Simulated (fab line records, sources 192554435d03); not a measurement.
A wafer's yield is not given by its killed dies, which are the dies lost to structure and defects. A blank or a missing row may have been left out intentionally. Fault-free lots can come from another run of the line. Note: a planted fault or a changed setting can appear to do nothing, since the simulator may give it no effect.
Split-lot study    flow n5 finfet    route with 1938 steps; 7 lots, 39 wafers read

== THE SPLIT ==
At N5_BEOL_M1_TRENCH_ETCH_37 (etches SiOC in C4F6/O2, target depth 55.207 nm, time 29 s), the setting target depth a was moved away from the recipe's 552.07 angstrom on 15 of the 39 wafers read, by -26.1% to +59.7%. All remaining wafers had this setting at the recipe value.

== FROM THE SPLIT TO THE READING: what the file shows between them, 2 steps ==
- N5_BEOL_M1_ETCH_41: etches SiCN in CH3F/O2, target depth 31.9 nm, time 57.8 s
- N5_BEOL_M1_STRIP_97: strips in N2/H2, time 10 s

== THE READING ==
trench depth nm, in nm, at N5_BEOL_M1_OCD_MEAS_38. Fault-free wafers of this fab line usually give 54.7 nm, standard deviation 1.2 nm.

wafer   tool, chamber at the split  target depth a as run, angstrom  against the recipe  trench depth nm, nm  against lot-mates on the recipe
L074.1  rie diel-01, 3              408.1                            -26.1%              40.3                 -15.0
L074.2  rie diel-01, 1              408.1                            -26.1%              41.5                 -13.8
L074.3  rie diel-01, 2              552.07                           recipe              54.7                 -
L074.4  rie diel-01, 0              552.07                           recipe              55.4                 -
L074.5  rie diel-01, 0              552.07                           recipe              55.8                 -
L074.6  rie diel-01, 1              408.1                            -26.1%              41.5                 -13.8
L076.1  rie diel-05, 1              869.5                            +57.5%              85.0                 +31.2
L076.2  rie diel-05, 3              552.07                           recipe              53.1                 -
L076.3  rie diel-05, 0              552.07                           recipe              55.1                 -
L076.4  rie diel-05, 2              869.5                            +57.5%              86.1                 +32.3
L076.5  rie diel-05, 2              869.5                            +57.5%              86.5                 +32.7
L076.6  rie diel-05, 3              552.07                           recipe              53.2                 -
L080.1  rie diel-06, 2              552.07                           recipe              52.9                 -
L080.2  rie diel-06, 1              800.7                            +45.0%              80.8                 +27.7
L080.3  rie diel-06, 0              552.07                           recipe              51.8                 -
L080.4  rie diel-06, 3              552.07                           recipe              54.6                 -
L080.5  rie diel-06, 3              800.7                            +45.0%              79.4                 +26.3
L080.6  rie diel-06, 0              800.7                            +45.0%              75.2                 +22.1
L083.1  rie diel-01, 2              552.07                           recipe              55.0                 -
L083.2  rie diel-01, 0              427.8                            -22.5%              42.8                 -12.7
L083.3  rie diel-01, 1              427.8                            -22.5%              44.0                 -11.5
L083.4  rie diel-01, 3              427.8                            -22.5%              42.0                 -13.5
L083.5  rie diel-01, 2              552.07                           recipe              54.8                 -
L083.6  rie diel-01, 1              552.07                           recipe              56.8                 -
L085.1  rie diel-06, 3              552.07                           recipe              54.5                 -
L085.2  rie diel-06, 2              552.07                           recipe              53.0                 -
L085.3  rie diel-06, 1              552.07                           recipe              55.5                 -
L085.4  rie diel-06, 0              552.07                           recipe              51.3                 -
L085.5  rie diel-06, 2              552.07                           recipe              53.2                 -
L085.6  rie diel-06, 3              552.07                           recipe              54.9                 -
L089.1  rie diel-01, 2              881.9                            +59.7%              86.1                 +30.9
L089.2  rie diel-01, 1              552.07                           recipe              56.9                 -
L089.3  rie diel-01, 3              881.9                            +59.7%              86.8                 +31.6
L089.4  rie diel-01, 0              552.07                           recipe              54.6                 -
L089.5  rie diel-01, 3              552.07                           recipe              54.1                 -
L089.6  rie diel-01, 0              881.9                            +59.7%              88.3                 +33.1
L097.1  rie diel-01, 2              552.07                           recipe              54.4                 -
L097.2  rie diel-01, 1              552.07                           recipe              57.4                 -
L097.4  rie diel-01, 0              552.07                           recipe              54.7                 -

FIT RESULTS
A straight line over all 39 wafers: trench depth nm changes by +0.537 nm for each +1% of target depth a; r = +1.00; the points scatter about the line by 1.5 nm.
The same after taking each lot's own level away (the mean of its wafers on the recipe; 39 wafers): +0.549 nm for each +1%; r = +1.00; scatter 1.3 nm.
The reading moves by 33 nm for the largest change in target depth a, on that fit.
Measured against the standard deviation above, the lots' own levels, which go from 53.10 to 55.53 nm, span 2.0 times it.
So the lot-to-lot level changes the slope little: the two slopes agree.
Check: for one of the wafers moved furthest among these (+59.7%), held out of the fit, the line's prediction against its lot-mates is +33.1 nm. Against them it came out at +30.9 nm.

== OTHER SPLITS APPLIED TO THESE WAFERS ==
Note: prior to the reading, these wafers also went through further splits. Each is held against what the fit with the lots' levels taken away leaves over:
other split on the same wafers             wafers away from the commonest value  r with trench depth nm (lot level and that fit taken away)
N5_SD_EPI_N_DEVELOP_08 develop time s      12                                    -0.12
N5_BEOL_M0_SAQP_SPACER1_ALD_98 ald cycles  15                                    +0.17

== THE WHOLE CHAIN: every reading that the file lists as answering this split, in the file's order ==
step                       what it does                                               reading                                                                           change (the file's fit)                 r (the file's)
N5_BEOL_M1_TRENCH_ETCH_37  etches SiOC in C4F6/O2, target depth 55.207 nm, time 29 s  BEOL_M1.feature depth nm (the simulator's own value, which no gauge read)         +0.547 nm for each +1% of the setting   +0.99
N5_BEOL_M1_TRENCH_ETCH_37  etches SiOC in C4F6/O2, target depth 55.207 nm, time 29 s  etch.depth nm (the simulator's own value, which no gauge read)                    +0.547 nm for each +1% of the setting   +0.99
N5_BEOL_M1_TRENCH_ETCH_37  etches SiOC in C4F6/O2, target depth 55.207 nm, time 29 s  TiN_of_BEOL_M1_HM_DEP_02.thk nm (the simulator's own value, which no gauge read)  -0.0224 nm for each +1% of the setting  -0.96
N5_BEOL_M1_OCD_MEAS_38                                                                trench depth nm                                                                   +0.549 nm for each +1% of the setting   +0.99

== THE FILE'S OWN FIT ==
trench depth nm changes by +0.549 nm for each +1% of target depth a, r = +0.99.
